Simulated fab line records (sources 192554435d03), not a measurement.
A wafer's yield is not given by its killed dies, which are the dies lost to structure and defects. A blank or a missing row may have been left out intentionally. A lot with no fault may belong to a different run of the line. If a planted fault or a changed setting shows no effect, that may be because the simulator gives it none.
fab line records -- flow n5Finfet
[record] lots = 8, wafers = 24, lastDay = 16
route steps=1938 shown BEOL_M4@1023 PASSIVATION@1936
lots untouched by any fault: they come from a run of this same line in which no faults occurred
startH: hours from the record's opening day to when the first of the lot's shown wafers began -- waitH: time in hours since the lot's previous step -- " unchanged from the row above -- L1.1+2: a single row standing in for several wafers -- - either no value or no given start -- * or withheld: withheld -- < > ~ a bound
route shown NAME@n: a module of which the file shows steps, and the number in the route of the first -- usual: mean/standard deviation taken from wafers without a fault -- same: alike in all rows -- chamber/n: place in a boat -- sites: readings site by site -- _std_site: standard deviation of those values -- _edge_site: inner sites' mean taken away from outer sites' mean -- radiusMm: for every site, how far away it sits from the centre of the wafer -- mask NAME#n: copy n -- behind: the last tool/chamber to shape the wafer -- hold: why the lot went on hold/how many hours it stayed there/how the hold came to an end -- device: the n, p or np transistor that did not switch -- end of line: tests run on the same wafers once the route is complete -- for a step that has no rows: nothing shown but its recipe -- killed: count of dies lost to structure and defects at first sort (not the wafer's yield) -- map: dies across one wafer; x = killed, . = not, _ = none there
set.NAME: the setting the step ran with; set.NAME@STEP: the setting that earlier step ran with -- model.NAME: the simulator's own value behind a step, which no gauge read
one table for each step of the route and one row for each wafer, over a sample of lots
services: a tool's chamber out of use, with start hour (startH, from the record's first day; less than 0 if before it), hours out, and reason
[[steps]]
[step N5_BEOL_M4_PECVD_72]
[recipe] material = SiO2, targetThkA = 160, tempC = 400, precursor = TEOS/O2, pressureTorr = 5.5, rfW = 450, teosFlowSccm = 53.8, gas = O2, flowSccm = 3000, timeS = 18
[usual] heaterPowerW = 669/63, showerheadPlenumPTorr = 8.77/0.053, throttleValvePct = 21.9/0.67
lot.wafer,tool,chamber,startH,waitH,heaterPowerW,showerheadPlenumPTorr,sinceWetCleanH,throttleValvePct
L632.3,pecvd-04,1,149.46,0.0,675,8.77,1578,22.3
L632.4,pecvd-04,0,149.46,0.0,673,8.73,-,22.3
L632.5,pecvd-04,1,149.46,0.0,683,8.74,-,22.6
L637.4,pecvd-03,0,173.43,0.1,845,8.76,-,22.4
L637.5,pecvd-03,2,173.43,0.1,695,8.83,-,22.7
L637.6,pecvd-03,1,173.43,0.1,607,8.89,-,21.2
L638.2,pecvd-03,2,190.36,0.0,623,8.86,2163,22.5
L638.5,pecvd-03,1,190.36,0.0,649,8.90,-,21.2
L638.6,pecvd-03,2,190.36,0.0,634,8.84,-,22.8
L641.2,pecvd-02,2,218.37,0.0,632,8.82,469,21.9
L641.3,pecvd-02,1,218.37,0.0,635,8.80,2010,20.6
L641.6,pecvd-02,0,218.37,0.0,616,8.74,-,21.9
L642.1,pecvd-04,0,232.49,0.0,649,8.72,936,22.3
L642.5,pecvd-04,0,232.49,0.0,650,8.74,-,22.3
L642.6,pecvd-04,2,232.49,0.0,649,8.70,-,21.6
L647.1,pecvd-03,2,249.17,0.0,682,8.83,18,20.5
L647.3,pecvd-03,1,249.17,0.0,688,8.91,1497,21.4
L647.6,pecvd-03,1,249.17,0.0,667,8.89,-,21.1
L649.1,pecvd-04,0,259.91,0.0,760,8.72,964,22.3
L649.3,pecvd-04,2,259.91,0.0,680,8.72,210,21.8
L649.4,pecvd-04,2,259.91,0.0,677,8.73,-,21.9
L648.2,pecvd-02,2,263.46,0.0,596,8.84,514,21.9
L648.3,pecvd-02,0,263.46,0.0,603,8.72,1330,21.6
L648.6,pecvd-02,0,263.46,0.0,597,8.75,-,21.8
[step N5_BEOL_M4_OVL_MEAS_12]
[recipe] pointsPerWafer = 522
[usual] M4_OVL = -0.5/0.65
lot.wafer,tool,chamber,startH,waitH,M4_OVL[nm]
L632.3,overlay-01,0,150.00,0.0,-0.3
L632.4,overlay-01,0,150.00,0.0,-0.6
L632.5,overlay-01,0,150.00,0.0,-0.8
L637.4,overlay-02,0,174.88,0.0,-0.2
L637.5,overlay-02,0,174.88,0.0,-0.9
L637.6,overlay-02,0,174.88,0.0,0.0
L638.2,overlay-02,0,190.85,0.0,-0.4
L638.5,overlay-02,0,190.85,0.0,-1.1
L638.6,overlay-02,0,190.85,0.0,-1.2
L641.2,overlay-02,0,219.21,0.0,0.2
L641.3,overlay-02,0,219.21,0.0,1.2
L641.6,overlay-02,0,219.21,0.0,0.8
L642.1,overlay-01,0,233.24,0.0,-1.4
L642.5,overlay-01,0,233.24,0.0,-0.5
L642.6,overlay-01,0,233.24,0.0,-1.3
L647.1,overlay-01,0,251.23,0.0,-0.2
L647.3,overlay-01,0,251.23,0.0,-0.7
L647.6,overlay-01,0,251.23,0.0,-0.5
L649.1,overlay-01,0,261.00,0.0,-2.0
L649.3,overlay-01,0,261.00,0.0,-1.0
L649.4,overlay-01,0,261.00,0.0,-1.7
L648.2,overlay-02,0,265.82,0.0,-0.3
L648.3,overlay-02,0,265.82,0.0,-0.5
L648.6,overlay-02,0,265.82,0.0,-1.2
[step N5_BEOL_M4_INSPECT_13]
[recipe] mode = adi, inspectInstrument = brightfield
[usual] rawDefectCount = 391/73
lot.wafer,tool,chamber,startH,waitH,rawDefectCount
L632.3,defectInspect-01,-,150.05,0.0,270
L632.4,defectInspect-01,-,150.05,0.0,355
L632.5,defectInspect-01,-,150.05,0.0,364
L637.4,defectInspect-01,-,174.92,0.0,260
L637.5,defectInspect-01,-,174.92,0.0,355
L637.6,defectInspect-01,-,174.92,0.0,252
L638.2,defectInspect-02,-,190.90,0.0,261
L638.5,defectInspect-02,-,190.90,0.0,297
L638.6,defectInspect-02,-,190.90,0.0,408
L641.2,defectInspect-02,-,219.26,0.0,328
L641.3,defectInspect-02,-,219.26,0.0,446
L641.6,defectInspect-02,-,219.26,0.0,381
L642.1,defectInspect-02,-,233.30,0.1,320
L642.5,defectInspect-02,-,233.30,0.1,345
L642.6,defectInspect-02,-,233.30,0.1,430
L647.1,defectInspect-01,-,251.29,0.1,375
L647.3,defectInspect-01,-,251.29,0.1,352
L647.6,defectInspect-01,-,251.29,0.1,378
L649.1,defectInspect-02,-,261.06,0.1,306
L649.3,defectInspect-02,-,261.06,0.1,731
L649.4,defectInspect-02,-,261.06,0.1,675
L648.2,defectInspect-02,-,265.87,0.0,360
L648.3,defectInspect-02,-,265.87,0.0,450
L648.6,defectInspect-02,-,265.87,0.0,369
[step N5_BEOL_M4_ETCH_64]
[recipe] chemistry = N2/H2, target = SOC, targetDepthA = 750, overetchA = 225, maskMaterial = SiARC, tempC = 40, timeS = 121.9, ionEnergyEv = 200, pressureMtorr = 30, sourceW = 840, biasW = 150, n2FlowSccm = 200, h2FlowSccm = 200
[usual] drypumpMotorCurrentA = 5.9/0.48, n2FlowSccm = 200.0/0.65, oesProductAu = 0.61/0.07, rfVppV = 524.7/2.5, showerheadPlenumPTorr = 2.57/0.089, throttleValvePct = 17.78/0.16
lot.wafer,tool,chamber,startH,waitH,drypumpMotorCurrentA,n2FlowSccm,oesProductAu,rfHoursCounterH,rfVppV,showerheadPlenumPTorr,throttleValvePct
L632.3,rieDiel-05,2,151.42,0.0,5.7,199.7,0.52,242,523.8,2.51,18.00
L632.4,rieDiel-05,3,151.42,0.0,5.5,199.4,0.67,36,528.9,2.69,17.56
L632.5,rieDiel-05,2,151.42,0.0,5.7,199.6,0.51,-,523.4,2.51,18.00
L637.4,rieDiel-02,0,176.74,0.0,6.0,200.9,0.59,110,521.1,2.45,17.64
L637.5,rieDiel-02,1,176.74,0.0,5.4,200.0,0.55,-,522.7,2.52,17.88
L637.6,rieDiel-02,2,176.74,0.0,6.4,200.2,0.66,-,526.9,2.70,17.63
L638.2,rieDiel-02,3,191.02,0.0,6.6,200.3,0.56,163,525.3,2.51,17.78
L638.5,rieDiel-02,1,191.02,0.0,5.5,199.4,0.53,-,522.2,2.52,17.89
L638.6,rieDiel-02,2,191.02,0.0,6.3,199.5,0.66,-,527.2,2.70,17.64
L641.2,rieDiel-01,0,219.42,0.0,5.6,200.6,0.71,20,529.7,2.72,17.74
L641.3,rieDiel-01,1,219.42,0.0,6.5,200.3,0.52,241,521.8,2.50,18.12
L641.6,rieDiel-01,3,219.42,0.0,5.9,200.3,0.67,-,523.9,2.60,17.87
L642.1,rieDiel-02,1,233.54,0.0,5.4,201.3,0.53,213,522.8,2.51,17.91
L642.5,rieDiel-02,1,233.54,0.0,5.4,201.3,0.54,-,522.6,2.51,17.92
L642.6,rieDiel-02,0,233.54,0.0,6.0,200.6,0.58,-,521.7,2.44,17.66
L647.1,rieDiel-05,1,251.40,0.0,6.2,198.6,0.53,226,523.4,2.50,17.62
L647.3,rieDiel-05,3,251.40,0.0,5.5,199.9,0.63,77,526.9,2.67,17.64
L647.6,rieDiel-05,3,251.40,0.0,5.5,198.4,0.62,-,527.3,2.67,17.64
L649.1,rieDiel-02,0,261.18,0.0,6.0,200.2,0.57,139,521.5,2.43,17.68
L649.3,rieDiel-02,2,261.18,0.0,6.4,200.1,0.63,75,526.5,2.69,17.67
L649.4,rieDiel-02,1,261.18,0.0,5.5,200.4,0.53,223,522.1,2.51,17.94
L648.2,rieDiel-05,2,265.99,0.0,5.7,200.3,0.70,29,521.6,2.49,17.71
L648.3,rieDiel-05,1,265.99,0.0,6.2,199.9,0.53,231,523.6,2.50,17.63
L648.6,rieDiel-05,0,265.99,0.0,5.6,200.2,0.69,-,522.6,2.51,17.73
[step N5_BEOL_M4_STRIP_66]
[recipe] chemistry = CF4, resist = SiARC, powerW = 300, biasPowerW = 75, pressureMtorr = 50, cf4FlowSccm = 150, rfFrequencyHz = 6e+07
[usual] biasPowerW = 74.97/0.24, drypumpMotorCurrentA = 5.8/0.47, oesProductAu = 0.79/0.091, rfVppV = 271.6/1.5, showerheadPlenumPTorr = 1.82/0.058, throttleValvePct = 13.59/0.19
lot.wafer,tool,chamber,startH,waitH,biasPowerW,drypumpMotorCurrentA,oesProductAu,rfHoursCounterH,rfVppV,showerheadPlenumPTorr,throttleValvePct
L632.3,rieDiel-05,2,151.55,0.0,74.97,5.7,0.66,242,270.5,1.77,13.85
L632.4,rieDiel-05,3,151.55,0.0,74.71,5.5,0.87,36,271.6,1.91,13.48
L632.5,rieDiel-05,2,151.55,0.0,74.97,5.7,0.66,-,270.4,1.77,13.82
L637.4,rieDiel-02,0,176.88,0.0,74.97,6.0,0.77,110,271.6,1.73,13.53
L637.5,rieDiel-02,1,176.88,0.0,74.70,5.4,0.71,-,270.5,1.77,13.69
L637.6,rieDiel-02,2,176.88,0.0,75.03,6.3,0.86,-,273.2,1.89,13.35
L638.2,rieDiel-02,3,191.15,0.0,74.83,6.6,0.73,163,268.9,1.78,13.54
L638.5,rieDiel-02,1,191.15,0.0,74.73,5.4,0.70,-,268.3,1.77,13.70
L638.6,rieDiel-02,2,191.15,0.0,74.48,6.4,0.85,-,273.8,1.89,13.35
L641.2,rieDiel-01,0,219.55,0.0,75.25,5.6,0.93,20,272.7,1.91,13.46
L641.3,rieDiel-01,1,219.55,0.0,74.73,6.5,0.68,241,268.8,1.78,14.09
L641.6,rieDiel-01,3,219.55,0.0,75.14,5.9,0.88,-,273.5,1.83,13.48
L642.1,rieDiel-02,1,233.67,0.0,74.72,5.4,0.69,214,272.3,1.77,13.73
L642.5,rieDiel-02,1,233.67,0.0,74.95,5.4,0.70,-,270.1,1.77,13.73
L642.6,rieDiel-02,0,233.67,0.0,75.17,6.0,0.75,-,269.8,1.73,13.59
L647.1,rieDiel-05,1,251.53,0.0,75.35,6.2,0.69,226,271.2,1.78,13.66
L647.3,rieDiel-05,3,251.53,0.0,75.05,5.5,0.81,77,272.9,1.89,13.55
L647.6,rieDiel-05,3,251.53,0.0,75.26,5.5,0.82,-,272.7,1.90,13.56
L649.1,rieDiel-02,0,261.31,0.0,75.39,6.0,0.74,139,270.2,1.72,13.60
L649.3,rieDiel-02,2,261.31,0.0,74.59,6.4,0.81,75,272.7,1.88,13.42
L649.4,rieDiel-02,1,261.31,0.0,75.00,5.5,0.70,223,270.6,1.77,13.77
L648.2,rieDiel-05,2,266.12,0.0,74.75,5.7,0.90,29,269.8,1.76,13.37
L648.3,rieDiel-05,1,266.12,0.0,74.77,6.1,0.69,231,270.2,1.77,13.63
L648.6,rieDiel-05,0,266.12,0.0,75.01,5.6,0.91,-,268.9,1.78,13.36
[step N5_BEOL_M4_INSPECT_30]
[recipe] mode = adi, inspectInstrument = brightfield
[usual] rawDefectCount = 392/70
lot.wafer,tool,chamber,startH,waitH,rawDefectCount
L632.3,defectInspect-01,-,152.22,0.0,290
L632.4,defectInspect-01,-,152.22,0.0,333
L632.5,defectInspect-01,-,152.22,0.0,360
L637.4,defectInspect-01,-,177.59,0.0,280
L637.5,defectInspect-01,-,177.59,0.0,341
L637.6,defectInspect-01,-,177.59,0.0,262
L638.2,defectInspect-02,-,191.83,0.0,274
L638.5,defectInspect-02,-,191.83,0.0,283
L638.6,defectInspect-02,-,191.83,0.0,411
L641.2,defectInspect-01,-,220.23,0.0,354
L641.3,defectInspect-01,-,220.23,0.0,455
L641.6,defectInspect-01,-,220.23,0.0,408
L642.1,defectInspect-02,-,234.30,0.1,316
L642.5,defectInspect-02,-,234.30,0.1,343
L642.6,defectInspect-02,-,234.30,0.1,426
L647.1,defectInspect-02,-,252.29,0.1,365
L647.3,defectInspect-02,-,252.29,0.1,386
L647.6,defectInspect-02,-,252.29,0.1,360
L649.1,defectInspect-02,-,261.95,0.1,311
L649.3,defectInspect-02,-,261.95,0.1,752
L649.4,defectInspect-02,-,261.95,0.1,691
L648.2,defectInspect-01,-,266.78,0.0,344
L648.3,defectInspect-01,-,266.78,0.0,455
L648.6,defectInspect-01,-,266.78,0.0,409
[step N5_BEOL_M4_RC_MEAS_101]
[usual] DIBL_N = 35.9/1.7, DIBL_P = 35.8/2.2, IOFF_N = 0.15/0.03, IOFF_P = 0.21/0.036, ION_N = 674/12, ION_P = 463/7.2, SS_N = 71.3/0.59, SS_P = 73.1/0.69, VT_N = 250/3, VT_P = -251/3.2
lot.wafer,tool,chamber,startH,waitH,DIBL_N[mV/V],DIBL_P[mV/V],IOFF_N[nA/um],IOFF_P[nA/um],ION_N[uA/um],ION_P[uA/um],SS_N[mV/dec],SS_P[mV/dec],VT_N[mV],VT_P[mV]
L632.3,prober-02,0,160.58,0.3,35.6,36.5,0.14,0.22,673,468,72.2,74.0,250,-248
L632.4,prober-02,0,160.58,0.3,35.3,36.0,0.14,0.20,678,464,71.1,73.4,250,-252
L632.5,prober-02,0,160.58,0.3,33.9,34.0,0.12,0.17,674,462,71.0,73.0,253,-252
L637.4,prober-02,0,186.36,0.5,34.0,33.5,0.12,0.19,662,460,70.9,72.6,253,-251
L637.5,prober-02,0,186.36,0.5,36.1,35.7,0.16,0.22,679,470,70.9,72.7,248,-248
L637.6,prober-02,0,186.36,0.5,35.6,35.3,0.13,0.20,662,464,70.7,72.9,252,-249
L638.2,prober-02,0,210.04,0.2,36.5,36.2,0.16,0.21,676,465,71.3,72.6,249,-251
L638.5,prober-02,0,210.04,0.2,37.8,37.1,0.18,0.23,693,464,71.6,72.4,246,-248
L638.6,prober-02,0,210.04,0.2,38.6,38.2,0.20,0.25,684,471,72.5,73.0,246,-247
L641.2,prober-02,0,237.47,0.2,35.7,36.3,0.16,0.18,688,465,71.5,73.7,248,-252
L641.3,prober-02,0,237.47,0.2,33.1,33.1,0.12,0.14,658,447,70.5,72.7,251,-258
L641.6,prober-02,0,237.47,0.2,35.6,35.3,0.16,0.17,684,457,70.8,73.5,248,-256
L642.1,prober-02,0,240.21,0.0,33.3,32.4,0.10,0.14,656,457,70.1,71.9,252,-255
L642.5,prober-02,0,240.21,0.0,34.1,35.3,0.12,0.17,665,457,70.3,73.2,253,-255
L642.6,prober-02,0,240.21,0.0,34.9,33.7,0.12,0.15,649,447,70.9,72.8,253,-258
L647.1,prober-01,0,268.79,0.0,35.3,38.2,0.16,0.22,668,457,71.4,74.3,250,-250
L647.3,prober-01,0,268.79,0.0,34.1,35.7,0.14,0.18,680,469,71.1,73.4,249,-251
L647.6,prober-01,0,268.79,0.0,37.2,39.6,0.20,0.25,685,466,72.2,74.7,245,-250
L649.1,prober-01,0,271.59,0.0,32.6,32.8,0.12,0.17,659,464,70.5,71.4,253,-250
L649.3,prober-01,0,271.59,0.0,34.0,34.3,0.14,0.19,673,467,70.6,72.4,252,-250
L649.4,prober-01,0,271.59,0.0,33.3,33.3,0.12,0.17,674,463,70.7,71.8,251,-251
L648.2,prober-02,0,274.82,0.2,37.9,38.3,0.17,0.22,667,454,72.1,74.6,249,-252
L648.3,prober-02,0,274.82,0.2,36.4,35.6,0.15,0.18,671,454,71.3,73.2,252,-254
L648.6,prober-02,0,274.82,0.2,36.6,38.0,0.17,0.21,690,467,71.4,73.1,251,-251
[step N5_PASSIVATION_PROBE_49]
[usual] defectLimitedYield = 91.0/1.5, killed_at_M0_to_M3 = 35/12, killed_at_M4_up = 15/5.8, killedAtContacts = 14/7.2, killedAtFrontEnd = 40/10, killedAtOther = 3/3, killedDies = 106/18, killedOpen = 68/14, killedShort = 35/7.2, sort_bin_5_function = 5.2/0.96, sort_bin_6_memory = 3.3/0.69, sortNPass = 1074/18, sortYieldPct = 91.0/1.5
[same] grossDies = 1180, killedAtBackSide = 0, sort_bin_4_leakage[%] = 0, sort_bin_8_speed[%] = 0
lot.wafer,tool,chamber,startH,waitH,defectLimitedYield[%],killed_at_M0_to_M3,killed_at_M4_up,killedAtContacts,killedAtFrontEnd,killedAtOther,killedDies,killedOpen,killedShort,sort_bin_5_function[%],sort_bin_6_memory[%],sortNPass,sortYieldPct[%]
L648.2,prober-02,-,374.15,0.1,90.9,32,21,24,27,3,107,76,29,4.9,3.7,1073,90.9
L648.3,prober-02,-,374.20,0.1,93.6,16,4,11,41,3,75,45,25,3.5,2.4,1105,93.6
L648.6,prober-02,-,374.35,0.3,91.8,29,12,14,38,4,97,66,28,4.2,3.7,1083,91.8
L649.1,prober-02,-,378.05,0.0,91.8,46,13,4,31,3,97,58,36,5.1,2.9,1083,91.8
L649.3,prober-02,-,378.15,0.1,84.3,32,113,3,37,0,185,41,36,9.8,3.9,995,84.3
L649.4,prober-02,-,378.20,0.2,83.7,41,121,5,21,4,192,47,34,11.9,3.8,988,83.7
// killed by level:class
L648.2 MOL_CONTACT_COAG:geometricParticle:open=19 BEOL_M4:geometricParticle:open=14 STI_FIN_REVEAL:geometricParticle:open=9 BEOL_M1:geometricParticle:open=9 BEOL_M0_SAQP:geometricParticle:short=6 MOL_CONTACT_COAG:geometricParticle:short=5 GATE_CUT:geometricParticle:short=4 BEOL_M0_SAQP:geometricParticle:open=4
L648.3 MOL_CONTACT_COAG:geometricParticle:open=8 DUMMY_GATE:geometricParticle:open=7 FIN_SAQP:geometricParticle:short=5 GATE_CUT:geometricParticle:short=5 FIN_SAQP:geometricParticle:open=4 STI_FIN_REVEAL:geometricParticle:open=4 BEOL_M0_SAQP:geometricParticle:open=4 STARTING-WAFER:geometricParticle:open=4
L648.6 MOL_CONTACT_COAG:geometricParticle:open=12 STI_FIN_REVEAL:geometricParticle:open=8 FIN_SAQP:geometricParticle:open=6 DUMMY_GATE:geometricParticle:open=6 BEOL_M0_SAQP:geometricParticle:short=6 BEOL_M2:geometricParticle:open=6 GATE_CUT:geometricParticle:short=4 BEOL_M4:geometricParticle:open=4
L649.1 BEOL_M1:geometricParticle:open=11 BEOL_M3:geometricParticle:open=11 BEOL_M0_SAQP:geometricParticle:short=9 BEOL_M0_SAQP:geometricParticle:open=5 FIN_SAQP:geometricParticle:open=4 MOL_CONTACT_COAG:geometricParticle:open=4 BEOL_M4:geometricParticle:open=4 STARTING-WAFER:geometricParticle:open=4
L649.3 BEOL_M4:unspecified=105 FIN_SAQP:geometricParticle:short=12 FIN_SAQP:geometricParticle:open=10 BEOL_M0_SAQP:geometricParticle:short=8 BEOL_M3:geometricParticle:open=8 BEOL_M1:geometricParticle:open=4 STARTING-WAFER:geometricParticle:short=4 ILD0:geometricParticle:short=3
L649.4 BEOL_M4:unspecified=111 FIN_SAQP:geometricParticle:short=9 BEOL_M3:geometricParticle:open=9 BEOL_M0_SAQP:geometricParticle:open=8 BEOL_M0_SAQP:geometricParticle:short=7 BEOL_M1:geometricParticle:open=6 MOL_CONTACT_COAG:geometricParticle:open=5 BEOL_M0:geometricParticle:short=4
[[services]]
tool,chamber,startH,hours,kind
pecvd-03,2,126.08,5.5,scheduledDown
rieDiel-01,0,127.32,-,clean
rieDiel-01,0,127.32,-,consumableReplace:focusRing
rieDiel-01,0,127.32,-,consumableReplace:showerhead
rieDiel-01,0,127.32,22.1,scheduledDown
pecvd-02,2,156.89,8.1,repair
pecvd-03,1,162.07,2.1,scheduledDown
rieDiel-05,2,174.17,-,clean
rieDiel-05,2,174.17,-,consumableReplace:focusRing
rieDiel-05,2,174.17,18.4,scheduledDown
rieDiel-05,2,174.17,18.4,ventCycle
rieDiel-05,0,193.08,-,clean
rieDiel-05,0,193.08,-,consumableReplace:focusRing
rieDiel-05,0,193.08,30.1,scheduledDown
rieDiel-05,0,193.08,30.1,ventCycle
pecvd-03,1,194.54,5.5,scheduledDown
rieDiel-02,-,195.44,3.7,repair
pecvd-04,2,202.20,2.1,scheduledDown
pecvd-03,2,202.38,-,clean
pecvd-03,2,202.38,-,consumableReplace:showerhead
pecvd-03,2,202.38,29.0,scheduledDown
pecvd-03,2,202.38,29.0,ventCycle
rieDiel-02,2,248.76,6.5,repair
rieDiel-01,-,253.57,0.8,repair
[[key]]
[firstSign] step = N5_BEOL_M4_INSPECT_13, reading = rawDefectCount, direction = up, sigmas = 4.3, usual = 391, struck = 703
[effect] step = N5_BEOL_M4_INSPECT_30, reading = rawDefectCount, direction = up, sigmas = 4.7, usual = 392, struck = 722
[effect] step = N5_PASSIVATION_PROBE_49, reading = killed_at_M4_up, direction = up, sigmas = 18, usual = 15, struck = 117
[moreKillsBornAt] N5_BEOL_M4_PECVD_72@pecvd-04 = 216
metAt N5_BEOL_M4_PECVD_72
struckLots L649
struckWafers L649.3,L649.4
notActingAt N5_BEOL_M4_OVL_MEAS_12,N5_BEOL_M4_ETCH_64,N5_BEOL_M4_STRIP_66
onsetBetween 232.49 259.91
[fault] kind = chamberParticleSource, tool = pecvd-04, chamber = 2, onsetH = 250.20, steps = N5_BEOL_M4_PECVD_72, ratePerVisitCm2 = 0.61178, endH = 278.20
